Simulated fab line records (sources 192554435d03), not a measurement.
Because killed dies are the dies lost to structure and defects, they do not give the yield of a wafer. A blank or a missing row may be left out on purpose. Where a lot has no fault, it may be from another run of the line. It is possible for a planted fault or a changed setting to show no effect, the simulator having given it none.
The same fault as seen by 2 desks | flow n5Finfet | each desk has only its own numbers; what lay behind them comes last

## TOOL OWNER'S DESK, lithoTrack-04
The tool's own readings at N5_BEOL_M9_COAT_59 (time 60 s, resist thk 100 nm): means of the sampled wafers that have a number, for each lot that ran on this tool. If a lot's mean is further than 4 standard deviations from the usual mean, the lot is out of limits and carries the mark OUT (the distance appears in the brackets).
Columns: A = chillPlateTempC at N5_BEOL_M9_COAT_59, usual 23.01 C; B = spinSpeedRpm at N5_BEOL_M9_COAT_59, usual 1499.9 rpm
lot  | first seen here | A     | B
L551 | day 10 01:23    | 23.07 | 1499.6
L552 | day 10 19:29    | 22.92 | 1700.8 (+99 or more) OUT
L553 | day 10 22:59    | 23.13 | 1700.9 (+99 or more) OUT
L566 | day 14 06:50    | 23.11 | 1499.9
L571 | day 15 15:04    | 23.09 | 1499.6
This desk's verdict: out of limits on L552, L553, starting with L552 at day 10 19:29 (spinSpeedRpm at N5_BEOL_M9_COAT_59). Within limits: L551, L566, L571.

## FROM THE METROLOGY DESK
Means of the sampled wafers that have a number, per lot and without regard to the tool the lot ran on: this is what the gauges read. If a lot's mean is further than 4 standard deviations from the usual mean, the lot is out of limits and carries the mark OUT (the distance appears in the brackets).
Columns: A = M8_RS at N5_BEOL_M8_RS_MEAS_57, usual 0.293 ohm/sq; B = cdNm at N5_BEOL_M9_CD_MEAS_11, usual 63.8 nm
lot  | first seen here | A     | B
L550 | day 9 22:22     | 0.291 | 64.2
L551 | day 9 23:34     | 0.305 | 63.3
L552 | day 10 18:20    | 0.280 | 63.8
L553 | day 10 20:00    | 0.291 | 64.2
L554 | day 10 21:10    | 0.295 | 63.5
L562 | day 13 04:47    | 0.282 | 64.1
L564 | day 13 15:10    | 0.299 | 62.9
L565 | day 14 01:43    | 0.295 | 63.9
L566 | day 14 03:40    | 0.289 | 64.4
L567 | day 14 12:27    | 0.301 | 63.0
L569 | day 14 22:35    | 0.294 | 64.0
L572 | day 15 13:09    | 0.300 | 63.3
L571 | day 15 13:20    | 0.293 | 63.7
This desk found nothing out of limits on any of the 13 lots.

## ALL TOGETHER
On L552, L553, at day 10 19:29, an alarm was possible from the tool owner's desk.
From the metrology desk's view, nothing was out of limits.
The metrology desk holds a record of L552, L553, inside its limits.
The lots listed all ran N5_BEOL_M9_COAT_59 on lithoTrack-04.

## WHAT HAD BEEN PUT IN BY THE SIMULATOR
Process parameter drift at N5_BEOL_M9_COAT_59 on lithoTrack-04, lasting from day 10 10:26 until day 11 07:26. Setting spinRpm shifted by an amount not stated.
Lots struck among those shown: L552, L553.
Hours from the fault's start to each desk's first reading out of limits: the tool owner's desk, 9.
